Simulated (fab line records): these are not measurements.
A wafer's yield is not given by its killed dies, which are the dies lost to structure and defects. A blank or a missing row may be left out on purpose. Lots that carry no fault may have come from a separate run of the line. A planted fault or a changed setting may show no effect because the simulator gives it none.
Matching of chambers ; flow nand_harc ; NHARC_A_CONTACT_DEP_29 on pecvd-02: 3 sister chambers
The step deposits SiON, target thk 70 nm. 24 wafers are shown with their chamber, then 12 later ones without.

WAFERS, EACH WITH ITS CHAMBER
wafer;chamber;heater_power_w (W)
L075.1;2;672
L075.4;1;675
L075.5;2;682
L077.1;2;567
L077.2;1;679
L077.3;0;638
L081.2;0;649
L081.5;2;598
L081.6;1;731
L080.3;2;657
L080.4;0;673
L080.6;2;662
L083.1;0;690
L083.3;1;676
L083.6;1;675
L084.2;0;678
L084.3;2;694
L084.4;1;785
L087.2;2;654
L087.4;1;809
L087.5;2;660
L086.3;0;706
L086.4;2;673
L086.5;0;691

SIGNATURES (means of the wafers above)
reading;chamber 0;chamber 1;chamber 2;scatter within a chamber
heater_power_w;675.00;718.57;651.90;42.1
Rule: a wafer's distance from a chamber is the root of the sum, over the readings, of the square of ((its reading less the chamber's mean) divided by the reading's scatter). If the next closest chamber is less than 2 further off than the closest, the wafer can't be placed; otherwise it belongs to the closest. How the scatter is found: for the shown wafers, subtract from each reading the mean of its chamber, square and add these, divide the total by (wafers less chambers), then take the root.

WAFERS MISSING THEIR CHAMBER
wafer;heater_power_w (W)
L085.3;682
L085.5;682
L085.6;782
L092.1;719
L092.5;599
L092.6;727
L093.2;701
L093.3;664
L093.6;684
L094.1;683
L094.4;677
L094.6;701

CHAMBER TAKEN BY EACH
wafer;from the rows above;in truth
L085.3;can't be placed: 0 or 2 or 1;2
L085.5;can't be placed: 0 or 2 or 1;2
L085.6;can't be placed: 1 or 0 or 2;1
L092.1;can't be placed: 1 or 0 or 2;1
L092.5;can't be placed: 2 or 0 or 1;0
L092.6;can't be placed: 1 or 0 or 2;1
L093.2;can't be placed: 1 or 0 or 2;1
L093.3;can't be placed: 0 or 2 or 1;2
L093.6;can't be placed: 0 or 2 or 1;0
L094.1;can't be placed: 0 or 2 or 1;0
L094.4;can't be placed: 0 or 2 or 1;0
L094.6;can't be placed: 1 or 0 or 2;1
Correct placement for 0 of the 12. Not placeable from these rows: 12 (in 12, the candidates include the true chamber). Number placed wrongly: 0.
